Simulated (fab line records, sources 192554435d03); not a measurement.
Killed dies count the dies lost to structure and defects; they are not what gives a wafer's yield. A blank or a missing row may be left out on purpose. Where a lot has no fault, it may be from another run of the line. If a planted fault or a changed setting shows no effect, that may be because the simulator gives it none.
Split-lot trial -- flow n5_finfet -- 21 wafers read across 7 lots, on a route 1938 steps long

== ON THE SPLIT ==
At N5_BEOL_M9_COAT_75 (time 60 s, resist thk 5 nm), the setting spin_rpm was moved away from the recipe's 1500 rpm on 10 of the 21 wafers read, by -5.7% to +6.4%. This setting was run at the recipe's value on the other wafers.

== FROM THE SPLIT TO THE READING: what the file shows between them, 3 steps ==
- N5_BEOL_M9_COAT_22: resist thk 30 nm
- N5_BEOL_M9_EBR_24
- N5_BEOL_M9_DESCUM_33: chemistry O2, time 7 s

== THE READING ==
etch.depth_nm (the simulator's own value, which no gauge read), in nm, at N5_BEOL_M9_ETCH_76 (etches underlayer in N2/H2, target depth 6.5 nm, time 5.2 s). There is no usual value for it anywhere in the file. Average 5.012 nm, standard deviation 0.012 nm, over the 11 wafers here run with the recipe.

wafer,"tool, chamber at the split","spin_rpm as run, rpm",against the recipe,"etch.depth_nm, nm",against lot-mates on the recipe
L074.1,"litho_track-05, 0",1500,recipe,5.006,-
L074.3,"litho_track-05, 0",1596,+6.4%,4.866,-0.141
L074.6,"litho_track-05, 0",1500,recipe,5.007,-
L078.3,"litho_track-01, 0",1500,recipe,5.014,-
L078.4,"litho_track-01, 0",1444,-3.7%,5.105,+0.091
L078.6,"litho_track-01, 0",1444,-3.7%,5.114,+0.100
L081.1,"litho_track-01, 0",1574,+4.9%,4.892,-0.120
L081.4,"litho_track-01, 0",1500,recipe,5.012,-
L081.6,"litho_track-01, 0",1574,+4.9%,4.901,-0.111
L084.2,"litho_track-02, 0",1500,recipe,5.001,-
L084.3,"litho_track-02, 0",1414,-5.7%,5.16,+0.151
L084.5,"litho_track-02, 0",1500,recipe,5.017,-
L087.4,"litho_track-01, 0",1500,recipe,5.025,-
L087.5,"litho_track-01, 0",1500,recipe,5.024,-
L087.6,"litho_track-01, 0",1500,recipe,5.032,-
L093.1,"litho_track-02, 0",1423,-5.1%,5.131,+0.121
L093.2,"litho_track-02, 0",1423,-5.1%,5.132,+0.122
L093.6,"litho_track-02, 0",1500,recipe,5.01,-
L092.3,"litho_track-02, 0",1417,-5.5%,5.133,+0.148
L092.5,"litho_track-02, 0",1500,recipe,4.985,-
L092.6,"litho_track-02, 0",1417,-5.5%,5.134,+0.149

THE FIT
A straight line over all 21 wafers: etch.depth_nm changes by -0.0235 nm for each +1% of spin_rpm; r = -0.99; the points scatter about the line by 0.011 nm.
The same after taking each lot's own level away (the mean of its wafers on the recipe; 21 wafers): -0.0244 nm for each +1%; r = -1.00; scatter 0.0069 nm.
The reading moves by 0.16 nm for the largest change in spin_rpm, on that fit.
From 4.9850 to 5.0270 nm: that is the span of the lots' own levels, equal to 3.4 times the standard deviation above.
Consequently the slope shifts little with the lot-to-lot level, the two slopes agreeing.
Check: with one of the wafers moved furthest among these (+6.4%) left out of the fit, the line predicts -0.158 nm for it against its lot-mates. It came out at -0.141 nm against them.

== FURTHER SPLITS ON THESE WAFERS ==
These wafers also went through other splits before the reading. Each is held against what the fit with the lots' levels taken away leaves over:
other split on the same wafers,wafers away from the commonest value,r with etch.depth_nm (lot level and that fit taken away)
N5_BEOL_M6_TRENCH_ETCH_37 bias_w,8,+0.08
N5_BEOL_M7_DEP_56 time_s,8,+0.39
N5_BEOL_M8_ILD_DEP_00 time_s,9,-0.04

== THE FILE'S OWN FIT ==
etch.depth_nm changes by -0.0245 nm for each +1% of spin_rpm, r = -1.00.
